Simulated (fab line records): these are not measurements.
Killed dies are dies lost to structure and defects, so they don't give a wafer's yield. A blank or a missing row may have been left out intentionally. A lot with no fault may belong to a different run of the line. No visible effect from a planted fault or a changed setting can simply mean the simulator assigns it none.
Which tool is to blame?    flow nand harc    6 lots with 18 wafers sampled at 4 steps, on a route of 1302 steps

== WHAT EACH GAUGE READ, for each wafer ==
NHARC_P_CONTACT_CD_MEAS_12 targets a cd of 90 nm.
lot   measured      on         cd nm (nm)
L769  day 7 21:57   cd sem-03  89.8 88.9 89.3
L775  day 10 10:41  cd sem-01  89.3 89.8 89.3
L778  day 12 04:22  cd sem-03  102.6 101.8 102.1
L780  day 12 18:51  cd sem-03  89.0 89.7 89.2
L784  day 14 02:23  cd sem-03  89.9 91.4 90.5
L787  day 15 10:26  cd sem-01  89.8 90.8 90.2

== WHAT TOOL EACH LOT RAN ON (gives the tool, then ch and the chambers of the sampled wafers, and finally the start) ==
lot   NHARC_P_GATE_STRIP_113                NHARC_P_CONTACT_CMP_01         NHARC_P_CONTACT_PEB_10
L769  plasma asher-01 ch 0,1, day 7 17:55   cmp-04 ch 0,3, day 7 21:08     litho track-01 ch 0, day 7 21:52
L775  plasma asher-01 ch 0,1, day 10 06:47  cmp-03 ch 0,3, day 10 09:53    litho track-01 ch 0, day 10 10:37
L778  plasma asher-01 ch 0,1, day 12 00:07  cmp-04 ch 0,1,2, day 12 03:32  litho track-04 ch 0, day 12 04:17
L780  plasma asher-02 ch 0,1, day 12 14:42  cmp-04 ch 0,1,2, day 12 18:01  litho track-06 ch 0, day 12 18:46
L784  plasma asher-02 ch 0,1, day 13 22:27  cmp-03 ch 0,3, day 14 01:34    litho track-06 ch 0, day 14 02:19
L787  plasma asher-02 ch 1, day 15 06:14    cmp-03 ch 0,2,3, day 15 09:40  litho track-01 ch 0, day 15 10:21
- NHARC_P_GATE_STRIP_113: strips in N2/H2, time 740 s.
- NHARC_P_CONTACT_CMP_01: polishes SiO2, target thk 200 nm.
- NHARC_P_CONTACT_PEB_10: peb time 65 s.

== THE ANSWER, worked out from the rows above alone ==
Rule: usual is defined by the lots themselves. Put in order of their means at a reading, lots are off if they are a third of the lots or fewer, leave a main group of 4 or more, and stand apart from it by a gap of 3 or more times the standard deviation of the main group's means; of several such gaps the widest counts. If all means in a main group match to the digits the tables above print for the reading, that group is not used. A lot without any number at a reading at which 4 lots or more have one is off too. Where the step has rows for the other lots, those lots are counted as sound.
Off: L778 (NHARC_P_CONTACT_CD_MEAS_12, cd nm). The main group has a mean of 89.8 nm with a standard deviation of 0.54.
A tool fits if, at a process step before that reading, it ran every lot that is off, and no sound lot after the first of them. Those tools and the gauges at NHARC_P_CONTACT_CD_MEAS_12 are tried in the same way. Undecided on this evidence; 2 tools fit (plasma asher-01 at NHARC_P_GATE_STRIP_113, litho track-04 at NHARC_P_CONTACT_PEB_10).

== WHAT WAS PUT IN BY THE SIMULATOR ==
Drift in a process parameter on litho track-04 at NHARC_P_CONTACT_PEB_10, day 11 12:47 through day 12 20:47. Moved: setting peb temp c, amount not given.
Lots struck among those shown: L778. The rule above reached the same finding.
